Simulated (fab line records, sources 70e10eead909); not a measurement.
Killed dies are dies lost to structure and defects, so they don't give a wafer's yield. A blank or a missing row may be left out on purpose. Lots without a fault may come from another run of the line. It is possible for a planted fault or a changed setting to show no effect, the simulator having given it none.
A lot that was struck, set against a sound lot -- flow nandHarc -- 44 out of 1302 route steps
Sound: wafers L280.1, L280.4, L280.6. Wafers struck: L271.1, L271.4, L271.6. The cause comes at the end.
Each step with rows lists, per side, the tool, then ch with its chambers, then its first start. Under that, the readings that differ: sound wafers -- struck wafers -- difference of the means -- sigmas: that difference in standard deviations of wafers without a fault.
alike: readings whose means differ by less than 2 such deviations, and words and numbers that are the same on both sides. not compared: withheld readings, readings that some wafer has no value for, bounds like >300 that may hide the same value, and numbers for which the record gives no deviation and whose values overlap.
A row with sigmas, a row that says differs or no value, or rows on one side alone: a step with any of these is where the two part. Non-overlapping numbers with no deviation appear without sigmas and do not part them. A reading that every wafer of one side lacks parts them only if that side has two wafers or more.

first, 3 steps without rows for these wafers: NHARC_P_GATE_EXPOSE_08 (exposes mask P HV); NHARC_P_GATE_PEB_09 (peb time 85 s); NHARC_P_GATE_DEVELOP_10 (time 70 s).
NHARC_P_GATE_CD_MEAS_11: target cd 1640 nm.
  sound on cdSem-03 ch 0, day 11 19:31; struck on cdSem-01 ch 0, day 8 04:43
  alike: cdNm
then, 1 step without rows for these wafers: NHARC_P_GATE_HARDBAKE_12 (time 80 s).
NHARC_P_GATE_DESCUM_13: chemistry O2, time 3 s.
  sound on rieDiel-10 ch 1,2, day 11 19:40; struck on rieDiel-08 ch 0,3, day 8 04:53
  alike: drypumpMotorCurrentA, oesProductAu, rfVppV, showerheadPlenumPTorr, throttleValvePct
  not compared: rfHoursCounterH
then, 6 steps without rows for these wafers: NHARC_P_GATE_ETCH_14 (etches SiO2 in dHF, target depth 48.8 nm); NHARC_P_GATE_STRIP_15 (strips in SPM, time 780 s); NHARC_P_GATE_PRECLEAN_71 (cleans in SC1); NHARC_P_GATE_SRD_72; NHARC_P_GATE_OXIDE_16 (material SiO2, target thk 3 nm, ox time 392 s); NHARC_P_GATE_CVD_17 (deposits poly-Si, target thk 150 nm, time 900 s).
NHARC_P_GATE_HM_DEP_102: deposits aC, target thk 120 nm.
  sound on aclDep-01 ch 0, day 12 11:45; struck on aclDep-01 ch 0, day 8 17:13
  alike: throttleValvePct
then, 9 steps without rows for these wafers: NHARC_P_GATE_DEP_103 (deposits SiON, target thk 30 nm); NHARC_P_GATE_DEHYDRATE_18 (time 120 s); NHARC_P_GATE_HMDS_19 (time 30 s); NHARC_P_GATE_COAT_20 (resist thk 90 nm); NHARC_P_GATE_SOFTBAKE_21 (time 55 s); NHARC_P_GATE_EBR_22; NHARC_P_GATE_EXPOSE_23 (exposes mask P GATE, target cd 120 nm); NHARC_P_GATE_PEB_24 (peb time 65 s); NHARC_P_GATE_DEVELOP_25 (develop time 35 s).
NHARC_P_GATE_CD_MEAS_26: target cd 120 nm.
  sound on cdSem-02 ch 0, day 12 13:19; struck on cdSem-01 ch 0, day 8 18:33
  alike: cdNm
NHARC_P_GATE_OVL_MEAS_27:
  sound on overlay-02, day 12 13:25; struck on overlay-02, day 8 18:38
reading,sound,struck,difference,sigmas
overlayXNm (nm),1.3 0.8 1.3,-1.0 -0.9 -1.1,-2.1,-2
  alike: overlayYNm
NHARC_P_GATE_INSPECT_28:
  sound on defectInspect-01, day 12 13:26; struck on defectInspect-02, day 8 18:40
reading,sound,struck,difference,sigmas
rawDefectCount,6 6 3,1121 1176 1216,+1166,+99 or more
then, 5 steps without rows for these wafers: NHARC_P_GATE_DESCUM_31 (chemistry O2, time 3 s); NHARC_P_GATE_ETCH_104 (etches the open film in CF4/CHF3, target depth 60 nm); NHARC_P_GATE_HM_OPEN_105 (chemistry O2/COS, target depth 360 nm); NHARC_P_GATE_STRIP_106 (strips in O2/COS); NHARC_P_GATE_ETCH_114 (etches the open film in CF4/O2, target depth 30 nm, overetch 3 nm, time 16.5 s).
NHARC_P_GATE_ETCH_32: etches the open film in HBr/Cl2, target depth 150 nm, time 100.1 s.
  sound on rieSi-01 ch 0,1,3, day 12 13:59; struck on rieSi-01 ch 0,1,2, day 8 19:11
  alike: drypumpMotorCurrentA, hbrFlowSccm, heBacksideLeakSccm, oesProductAu, throttleValvePct
  not compared: rfHoursCounterH
then, 1 step without rows for these wafers: NHARC_P_GATE_STRIP_108 (strips in O2).
NHARC_P_GATE_CD_MEAS_33:
  sound on cdSem-03, day 12 14:18; struck on cdSem-01, day 8 19:32
  alike: cdNm
then, 3 steps without rows for these wafers: NHARC_P_GATE_STRIP_35 (strips in SPM, time 600 s); NHARC_P_GATE_PRECLEAN_73 (cleans in SC1); NHARC_P_GATE_SRD_74.
NHARC_P_GATE_ALD_36: deposits SiNx, target thk 20 nm, pulse time 60 s, ald cycles 223.
  sound on aldSin-01 ch 0,2, day 12 15:50; struck on aldSin-02 ch 0,1,2, day 8 22:05
  alike: heaterPowerW, precursorPulseHeightRel
  not compared: sinceWetCleanH
NHARC_P_GATE_ETCHBACK_37: etches the open film in CHF3/O2, target depth 34.5 nm, time 17.2 s.
  sound: rieDiel-08 ch 1,2,3; struck: rieDiel-10 ch 0,1,2
  alike: chf3FlowSccm, drypumpMotorCurrentA, oesProductAu, rfVppV, showerheadPlenumPTorr, throttleValvePct
  not compared: rfHoursCounterH
NHARC_P_GATE_STRIP_101: strips in O2, time 20 s.
  sound on rieDiel-08 ch 0,1,3, day 13 00:26; struck on rieDiel-10 ch 0,3, day 9 05:35
  alike: drypumpMotorCurrentA, oesProductAu, rfVppV, showerheadPlenumPTorr, throttleValvePct
  not compared: rfHoursCounterH
then, 3 steps without rows for these wafers: NHARC_P_GATE_PRECLEAN_97 (cleans in SPM, time 600 s); NHARC_P_GATE_SRD_98; NHARC_P_GATE_PRECLEAN_99 (cleans in SC1).
NHARC_P_GATE_INSPECT_68:
  sound on defectInspect-01, day 13 07:40; struck on defectInspect-02, day 9 12:49
reading,sound,struck,difference,sigmas
rawDefectCount,281 157 216,1426 1408 1387,+1189,+12
-- jump in the record: it breaks off in module P_GATE and resumes in module END (first step shown: number 1302 of the route), and 19 days separate the struck wafers' starts before and after --
NHARC_END_SORT_01:
  sound on prober-01 ch 0, day 31 18:17; struck on prober-02 ch 0, day 28 01:10
reading,sound,struck,difference,sigmas
killedAtPeriphery,6,92 88 87,+83,+38
killedDies,55,126 136 124,+74,+5
  alike: killedAtArray, killedAtOther, killedOpen, killedShort

== WHERE THEY PART ==
Last at NHARC_END_SORT_01 as far as this record goes, first at NHARC_P_GATE_OVL_MEAS_27.

WHY: whatever the simulator had introduced
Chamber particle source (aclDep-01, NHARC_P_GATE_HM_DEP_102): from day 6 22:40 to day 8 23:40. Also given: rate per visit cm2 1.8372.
